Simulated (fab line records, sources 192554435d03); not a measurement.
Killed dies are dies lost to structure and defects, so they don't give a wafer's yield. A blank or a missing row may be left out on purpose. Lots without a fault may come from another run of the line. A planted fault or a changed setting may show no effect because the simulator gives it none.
Split-lot experiment | flow n5_finfet | 7 lots, 21 wafers read, on a route of 1938 steps

THE SPLIT
At N5_BEOL_M14_EXPOSE_07 (exposes mask V13), the setting dose_mj was moved away from the recipe's 57 on 4 of the 21 wafers read, by -4.8% to +7.0%. The other wafers ran this setting at the recipe's value.

FROM THE SPLIT TO THE READING: what the file shows between them, 10 steps
- N5_BEOL_M14_PEB_08: peb time 90 s
- N5_BEOL_M14_DEVELOP_09: develop time 45 s
- N5_BEOL_M14_HARDBAKE_14: time 120 s
- N5_BEOL_M14_CD_MEAS_10: target cd 250 nm
- N5_BEOL_M14_DESCUM_15: chemistry O2, time 7.9 s
- N5_BEOL_M14_ETCH_59: etches BARC in N2/H2, target depth 89 nm, overetch 26.7 nm, time 67.9 s
- N5_BEOL_M14_VIA_ETCH_16: etches SiO2 in C4F8/O2/Ar, target depth 1231.3 nm
- N5_BEOL_M14_STRIP_63: strips in O2
- N5_BEOL_M14_STRIP_71: strips in post etch residue remover, time 60 s
- N5_BEOL_M14_SRD_72: time 30 s, dry time 30 s

THE READING
cd_nm, in nm, at N5_BEOL_M14_CD_MEAS_17 (target cd 250 nm). Fault-free wafers of this fab line usually give 251.0 nm, standard deviation 1.8 nm.

wafer  | tool, chamber at the split | dose_mj as run | against the recipe | cd_nm, nm | against lot-mates on the recipe
L077.1 | krf_scanner-02, 0          | 54.28          | -4.8%              | 240.5     | -8.0
L077.3 | krf_scanner-02, 0          | 57             | recipe             | 248.0     | -
L077.5 | krf_scanner-02, 0          | 57             | recipe             | 249.0     | -
L082.1 | krf_scanner-01, 0          | 57             | recipe             | 250.3     | -
L082.3 | krf_scanner-01, 0          | 57             | recipe             | 249.5     | -
L082.5 | krf_scanner-01, 0          | 57             | recipe             | 250.0     | -
L087.2 | krf_scanner-01, 0          | 57             | recipe             | 251.1     | -
L087.3 | krf_scanner-01, 0          | 57             | recipe             | 250.2     | -
L087.5 | krf_scanner-01, 0          | 57             | recipe             | 250.9     | -
L092.3 | krf_scanner-01, 0          | 57             | recipe             | 248.2     | -
L092.4 | krf_scanner-01, 0          | 57             | recipe             | 250.0     | -
L092.6 | krf_scanner-01, 0          | 57             | recipe             | 250.1     | -
L094.1 | krf_scanner-01, 0          | 57             | recipe             | 250.5     | -
L094.3 | krf_scanner-01, 0          | 57             | recipe             | 250.1     | -
L094.4 | krf_scanner-01, 0          | 57             | recipe             | 250.8     | -
L095.1 | krf_scanner-02, 0          | 57             | recipe             | 251.2     | -
L095.2 | krf_scanner-02, 0          | 59.87          | +5.0%              | 259.7     | +8.5
L095.3 | krf_scanner-02, 0          | 59.87          | +5.0%              | 259.7     | +8.5
L097.3 | krf_scanner-02, 0          | 61.01          | +7.0%              | 264.4     | +11.4
L097.4 | krf_scanner-02, 0          | 57             | recipe             | 252.6     | -
L097.6 | krf_scanner-02, 0          | 57             | recipe             | 253.3     | -

THE FIT
A straight line over all 21 wafers: cd_nm changes by +1.96 nm for each +1% of dose_mj; r = +0.97; the points scatter about the line by 1.2 nm.
The same after taking each lot's own level away (the mean of its wafers on the recipe; 21 wafers): +1.66 nm for each +1%; r = +0.99; scatter 0.47 nm.
On that fit, the largest move of dose_mj shifts the reading by 12 nm.
The lots' own levels span 248.50 to 252.95 nm, that is 2.5 times the standard deviation above.
So the lot-to-lot level changes the slope: the two fits differ.
Check: with one of the wafers moved furthest among these (+7.0%) left out of the fit, the line predicts +11.9 nm for it against its lot-mates. It came out at +11.4 nm against them.

OTHER SPLITS ON THESE WAFERS
These wafers also went through other splits before the reading. Each is held against what the fit with the lots' levels taken away leaves over:
other split on the same wafers      | wafers away from the commonest value | r with cd_nm (lot level and that fit taken away)
N5_BEOL_M9_EXPOSE_25 dose_mj        | 11                                   | -0.29
N5_BEOL_M11_ILD_DEP_00 time_s       | 8                                    | +0.15
N5_BEOL_M11_COAT_05 spin_rpm        | 8                                    | -0.11
N5_BEOL_M11_TRENCH_ETCH_37 source_w | 4                                    | +0.20
N5_BEOL_M11_ETCH_41 time_s          | 8                                    | -0.30
N5_BEOL_M12_COAT_22 spin_rpm        | 2                                    | +0.30
N5_BEOL_M12_ETCH_68 time_s          | 4                                    | +0.61
N5_BEOL_M14_COAT_58 spin_rpm        | 5                                    | +0.13

THE WHOLE CHAIN: every reading that the file lists as answering this split, in the file's order
step                   | what it does     | reading | change (the file's fit)              | r (the file's)
N5_BEOL_M14_CD_MEAS_10 | target cd 250 nm | cd_nm   | +1.59 nm for each +1% of the setting | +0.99
N5_BEOL_M14_CD_MEAS_17 | target cd 250 nm | cd_nm   | +1.66 nm for each +1% of the setting | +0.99

THE FILE'S OWN FIT
cd_nm changes by +1.66 nm for each +1% of dose_mj, r = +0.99.
